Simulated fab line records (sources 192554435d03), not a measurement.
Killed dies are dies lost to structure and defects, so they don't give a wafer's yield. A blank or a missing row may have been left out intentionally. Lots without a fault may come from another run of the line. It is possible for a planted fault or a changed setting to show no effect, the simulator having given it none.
Struck lot and sound lot, side by side :: flow n5-finfet :: 24 out of 1938 route steps
Sound: the wafers L312.1, L312.2, L312.5. Wafers L318.3, L318.4, L318.6 were the ones struck. The cause is given at the end.
Per side, at each step with rows, come the tool, then ch with its chambers, and then its first start. Under that, the readings that differ: sound wafers :: struck wafers :: difference of the means :: sigmas: that difference in standard deviations of wafers without a fault.
alike: readings whose means differ by less than 2 such deviations, and words and numbers that are the same on both sides. not compared: withheld readings, readings that some wafer has no value for, bounds like >300 that may hide the same value, and numbers for which the record gives no deviation and whose values overlap.
The two part at a step that has a row with sigmas, a row that says differs or no value, or rows on one side only. Numbers that don't overlap but have no deviation are shown without sigmas and don't part them. Lack of a reading on every wafer of one side parts them only where that side has two or more wafers.

first, 1 step without rows for these wafers: N5_BEOL_M4_DEP_57 (deposits SiCN from 3MS/NH3, target thk 8 nm, time 14 s).
N5_BEOL_M4_RS_MEAS_58: measures by four-point-probe.
  struck on film-metro-01, day 10 05:52; sound on film-metro-02, day 8 13:50
  alike: M4_RS
N5_BEOL_M4_INSPECT_59: inspects for defects (darkfield).
  struck on defect-inspect-02, day 10 05:54; sound on defect-inspect-01, day 8 13:52
  alike: raw-defect-count
N5_BEOL_M4_RC_MEAS_101:
  sound on prober-02 ch 0, day 8 13:54; struck on prober-01 ch 0, day 10 06:14
  alike: DIBL_N, DIBL_P, IOFF_N, IOFF_P, ION_N, ION_P, SS_N, SS_P, VT_N, VT_P
N5_BEOL_M5_ILD_DEP_00: deposits SiCOH lowk from DEMS/porogen, target thk 140.64 nm, time 25.9 s.
  sound on pecvd-02 ch 0,1,2, day 8 14:52; struck on pecvd-03 ch 1,2, day 10 06:53
  alike: heater-power-w, showerhead-plenum-p-Torr, throttle-valve-pct
N5_BEOL_M5_CURE_79: cures SiCOH lowk, time 240 s.
  sound on uv-cure-03 ch 2, day 8 14:55; struck on uv-cure-02 ch 1, day 10 07:06
reading: wafer_temp_C_max
sound: 388.2 387.4 388.4
struck: 386.8 386.3 386.2
difference: -1.6
sigmas: -2
  alike: lamp-power-pct
N5_BEOL_M5_THK_MEAS_01:
  struck on film-metro-01, day 10 07:28; sound on film-metro-01, day 8 15:26
  alike: M5_ILD_THK
N5_BEOL_M5_PECVD_70: deposits SiO2 from TEOS/O2, target thk 16 nm, time 18 s.
  sound on pecvd-02 ch 0,1, day 8 15:28; struck on pecvd-02 ch 0,1,2, day 10 07:29
  alike: heater-power-w, showerhead-plenum-p-Torr, throttle-valve-pct
N5_BEOL_M5_HM_DEP_02: deposits TiN, target thk 20 nm.
  struck on pvd-sputter-01, day 10 07:55; sound on pvd-sputter-01, day 8 16:16
  alike: throttle-valve-pct
then, 3 steps without rows for these wafers: N5_BEOL_M5_COAT_59 (time 60 s, resist thk 60 nm); N5_BEOL_M5_COAT_60 (time 60 s, resist thk 12 nm); N5_BEOL_M5_COAT_71 (time 60 s, resist thk 5 nm).
N5_BEOL_M5_COAT_05: resist thk 30 nm.
  sound on litho-track-04 ch 0, day 8 16:24; struck on litho-track-01 ch 0, day 10 08:04
reading: spin-speed-rpm (rpm)
sound: 1502.1 1500.6 1500.4
struck: 1555.2 1554.2 1554.8
difference: +53.7
sigmas: +61

reading: model.CAR-EUV_of_BEOL_M5_COAT_05.thk-nm (nm)
sound: 30 30 30
struck: 29.6 29.6 29.6
difference: -0.4
sigmas: 
  alike: chill-plate-temp-C
then, 5 steps without rows for these wafers: N5_BEOL_M5_EBR_07; N5_BEOL_M5_SOFTBAKE_06 (time 60 s); N5_BEOL_M5_EXPOSE_08 (exposes mask M5, target cd 28 nm); N5_BEOL_M5_PEB_09 (peb time 60 s); N5_BEOL_M5_DEVELOP_10 (develop time 30 s).
N5_BEOL_M5_CD_MEAS_11: the cd target is 27.74 nm.
  sound on cd-sem-03 ch 0, day 8 16:40; struck on cd-sem-03 ch 0, day 10 08:26
  alike: cd-nm
N5_BEOL_M5_OVL_MEAS_12:
  sound on overlay-01 ch 0, day 8 16:41; struck on overlay-02 ch 0, day 10 08:29
  alike: M5_OVL
N5_BEOL_M5_INSPECT_13: inspects for defects (brightfield).
  struck on defect-inspect-01, day 10 08:32; sound on defect-inspect-02, day 8 16:45
  alike: raw-defect-count
N5_BEOL_M5_DESCUM_16: chemistry O2, time 7 s.
  sound on rie-diel-06 ch 1,3, day 8 17:08; struck on rie-diel-01 ch 0,1, day 10 08:34
reading: model.CAR-EUV_of_BEOL_M5_COAT_05.thk-nm (nm)
sound: 26 26 26
struck: 25.6 25.6 25.6
difference: -0.4
sigmas: 
  alike: drypump-motor-current-A, oes-product-au, rf-vpp-V, showerhead-plenum-p-Torr, throttle-valve-pct
  not compared: rf-hours-counter-h
N5_BEOL_M5_ETCH_72: etches underlayer in N2/H2, target depth 6.5 nm, time 5.2 s.
  sound on rie-diel-06 ch 1,3, day 8 17:11; struck on rie-diel-01 ch 0,1, day 10 08:36
  alike: drypump-motor-current-A, etch-rf-on-time-s, h2-flow-sccm, oes-product-au, rf-vpp-V, showerhead-plenum-p-Torr, throttle-valve-pct
  not compared: rf-hours-counter-h
-- the record jumps here: 4 days lie between the struck wafers' starts before and after (it left off in module BEOL_M5 and takes up again in module PASSIVATION, whose first step shown is number 1936 of the route) --
N5_PASSIVATION_PROBE_49:
  struck on prober-01, day 14 06:25; sound on prober-02, day 12 17:21
  alike: defect-limited-yield, killed_at_M0_to_M3, killed_at_M4_up, killed-at-contacts, killed-at-front-end, killed-at-other, killed-dies, killed-open, killed-short, sort_bin_5_function, sort_bin_6_memory, sort_bin_8_speed, sort-n-pass, sort-yield-pct

## WHERE THEY PART
Last at N5_BEOL_M5_COAT_05 as far as this record goes, first at N5_BEOL_M5_CURE_79. Later steps at which nothing parts them and some readings are alike: N5_BEOL_M5_CD_MEAS_11, N5_BEOL_M5_OVL_MEAS_12, N5_BEOL_M5_INSPECT_13, N5_BEOL_M5_DESCUM_16, N5_BEOL_M5_ETCH_72, N5_PASSIVATION_PROBE_49.

WHY: the cause the simulator had injected
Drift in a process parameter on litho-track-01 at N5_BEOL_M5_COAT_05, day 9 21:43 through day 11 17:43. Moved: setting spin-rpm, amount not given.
